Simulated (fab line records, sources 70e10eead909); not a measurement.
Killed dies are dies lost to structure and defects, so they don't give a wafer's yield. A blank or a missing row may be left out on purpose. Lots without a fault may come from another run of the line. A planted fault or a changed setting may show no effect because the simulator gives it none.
Chamber matching | flow nand_harc | NHARC_A_DECK1_JOINT_CMP_13 on cmp-04: 4 sister chambers
The step polishes, target thk 51.023 nm. 18 wafers are shown with their chamber, then 9 later ones without.

WAFERS WITH THEIR CHAMBER
wafer  | chamber | motor_current_A (A) | time_to_endpoint_s (s)
L075.3 | 1       | 10.9                | 6.8
L075.4 | 2       | 10.8                | 3.8
L075.5 | 0       | 11.4                | 6.5
L076.4 | 3       | 12.8                | 8.6
L076.5 | 2       | 10.8                | 9.5
L076.6 | 3       | 12.3                | 8.0
L080.1 | 1       | 11.7                | 6.3
L080.4 | 2       | 11.0                | 7.9
L080.5 | 3       | 12.9                | 8.5
L081.1 | 1       | 11.2                | 4.4
L081.2 | 0       | 11.2                | 6.2
L081.4 | 2       | 11.1                | 7.1
L085.1 | 0       | 11.3                | 6.4
L085.3 | 2       | 10.6                | 4.7
L085.5 | 2       | 11.4                | 7.4
L086.3 | 1       | 11.6                | 7.9
L086.4 | 3       | 13.3                | 11.4
L086.6 | 2       | 11.3                | 7.5

SIGNATURES (means of the wafers above)
reading            | chamber 0 | chamber 1 | chamber 2 | chamber 3 | scatter within a chamber
motor_current_A    | 11.300    | 11.350    | 11.000    | 12.825    | 0.32
time_to_endpoint_s | 6.367     | 6.350     | 6.843     | 9.125     | 1.61
Rule: a wafer's distance from a chamber is the root of the sum, over the readings, of the square of ((its reading less the chamber's mean) divided by the reading's scatter). The wafer belongs to the nearest chamber; if the next one is less than 2 further off, it can't be placed. The scatter: the root of (the sum of the squares of (reading less its chamber's mean) over the shown wafers, divided by (wafers less chambers)).

WAFERS WITHOUT THEIR CHAMBER
wafer  | motor_current_A (A) | time_to_endpoint_s (s)
L089.2 | 11.1                | 11.4
L089.3 | 12.0                | 12.5
L089.5 | 11.5                | 10.6
L092.4 | 11.4                | 4.7
L092.5 | 11.6                | 6.9
L092.6 | 11.7                | 4.6
L093.4 | 11.5                | 4.4
L093.5 | 11.2                | 4.5
L093.6 | 12.9                | 5.7

WHICH CHAMBER EACH WENT THROUGH
wafer  | from the rows above               | in truth
L089.2 | can't be placed: 2 or 0 or 1      | 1
L089.3 | can't be placed: 3 or 1 or 0 or 2 | 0
L089.5 | can't be placed: 1 or 0 or 2 or 3 | 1
L092.4 | can't be placed: 1 or 0 or 2      | 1
L092.5 | can't be placed: 1 or 0 or 2      | 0
L092.6 | can't be placed: 1 or 0 or 2      | 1
L093.4 | can't be placed: 1 or 0 or 2      | 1
L093.5 | can't be placed: 0 or 1 or 2      | 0
L093.6 | 3                                 | 3
Placed correctly: 1 of 9. Can't be placed from these rows: 8 (the true chamber is among the candidates in 8). Placed wrongly: 0.
